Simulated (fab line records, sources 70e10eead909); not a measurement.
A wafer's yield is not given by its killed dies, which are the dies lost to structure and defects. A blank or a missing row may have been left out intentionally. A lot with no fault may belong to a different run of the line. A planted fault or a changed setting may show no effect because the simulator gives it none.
Comparing a struck lot with a sound one | flow nandHarc | 23 steps out of a route of 1159
Sound: the wafers L119.2, L119.5, L119.6. Wafers L107.2, L107.3, L107.5 were the ones struck. At the end, the cause is stated.
Order at every step that has rows: each side's tool, ch and its chambers, its first start. Under that, the readings that differ: sound wafers | struck wafers | difference of the means | sigmas: that difference in standard deviations of wafers without a fault.
alike: a reading whose means differ by less than 2 such deviations, as well as words and numbers matching on both sides. not compared: withheld readings; readings where some wafer has no value; bounds like >300 that might hide an equal value; numbers whose values overlap and for which the record gives no deviation.
A row with sigmas, a row that says differs or no value, or rows on one side alone: a step with any of these is where the two part. Non-overlapping numbers with no deviation appear without sigmas and do not part them. A reading that every wafer of one side lacks parts them only if that side has two wafers or more.

first, 12 steps without rows for these wafers: NHARC_P_GATE_PRECLEAN_71 (cleans in SC1); NHARC_P_GATE_SRD_72; NHARC_P_GATE_OXIDE_16 (material SiO2, target thk 3 nm, ox time 392 s); NHARC_P_GATE_CVD_17 (deposits poly-Si, target thk 150 nm, time 900 s); NHARC_P_GATE_HM_DEP_102 (deposits aC, target thk 120 nm); NHARC_P_GATE_DEP_103 (deposits SiON, target thk 30 nm); NHARC_P_GATE_DEHYDRATE_18 (time 120 s); NHARC_P_GATE_HMDS_19 (time 30 s); NHARC_P_GATE_COAT_20 (resist thk 90 nm); NHARC_P_GATE_SOFTBAKE_21 (time 55 s); NHARC_P_GATE_EBR_22; NHARC_P_GATE_EXPOSE_23 (exposes mask P GATE, target cd 120 nm).
NHARC_P_GATE_PEB_24: peb time 65 s.
  sound on lithoTrack-04 ch 0, day 9 01:19; struck on lithoTrack-06 ch 0, day 5 17:45
reading               | sound             | struck            | difference | sigmas
heaterPowerTotalW (W) | 156.5 157.0 156.1 | 231.3 232.0 230.7 | +74.8      | +99 or more
then, 1 step without rows for these wafers: NHARC_P_GATE_DEVELOP_25 (develop time 35 s).
NHARC_P_GATE_CD_MEAS_26: target cd 120 nm.
  sound on cdSem-03 ch 0, day 9 01:24; struck on cdSem-01 ch 0, day 5 17:50
reading   | sound             | struck            | difference | sigmas
cdNm (nm) | 120.9 120.1 121.2 | 147.8 147.2 148.1 | +27.0      | +41
NHARC_P_GATE_DESCUM_31: chemistry O2, time 3 s.
  sound on rieDiel-02 ch 0,1,2, day 9 01:36; struck on rieDiel-02 ch 0,1,2, day 5 18:02
reading                | sound             | struck            | difference | sigmas
model.P_GATE.cdNm (nm) | 121.1 119.8 120.9 | 147.3 147.1 148.3 | +27.0      | 
  alike: drypumpMotorCurrentA, oesProductAu, rfVppV, showerheadPlenumPTorr, throttleValvePct
  not compared: rfHoursCounterH
then, 4 steps without rows for these wafers: NHARC_P_GATE_ETCH_104 (etches the open film in CF4/CHF3, target depth 60 nm); NHARC_P_GATE_HM_OPEN_105 (chemistry O2/COS, target depth 360 nm); NHARC_P_GATE_STRIP_106 (strips in O2/COS); NHARC_P_GATE_ETCH_114 (etches the open film in CF4/O2, target depth 30 nm, overetch 3 nm, time 16.5 s).
NHARC_P_GATE_ETCH_32: etches the open film in HBr/Cl2, target depth 150 nm, time 100.1 s.
  sound on rieSi-04 ch 0,3, day 9 02:34; struck on rieSi-02 ch 1,2, day 5 18:59
reading                | sound             | struck            | difference | sigmas
model.P_GATE.cdNm (nm) | 120.9 120.3 120.8 | 149.4 153.2 151.2 | +30.6      | 
  alike: biasW, drypumpMotorCurrentA, oesProductAu, throttleValvePct
  not compared: rfHoursCounterH
then, 1 step without rows for these wafers: NHARC_P_GATE_STRIP_108 (strips in O2).
-- break in the record here, with 14 days between the starts of the struck wafers on either side (left off in module P_GATE, picked up again in module END, where the first step shown is number 1159 on the route) --
NHARC_END_SORT_01:
  at this point the record logs the struck wafers (prober-01 ch 0, day 20 04:42) and has no rows for the sound ones

## WHERE THEY PART
Last at NHARC_END_SORT_01 as far as this record goes, first at NHARC_P_GATE_PEB_24.

WHY: the cause the simulator had injected
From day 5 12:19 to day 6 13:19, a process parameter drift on lithoTrack-06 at NHARC_P_GATE_PEB_24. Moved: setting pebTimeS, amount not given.
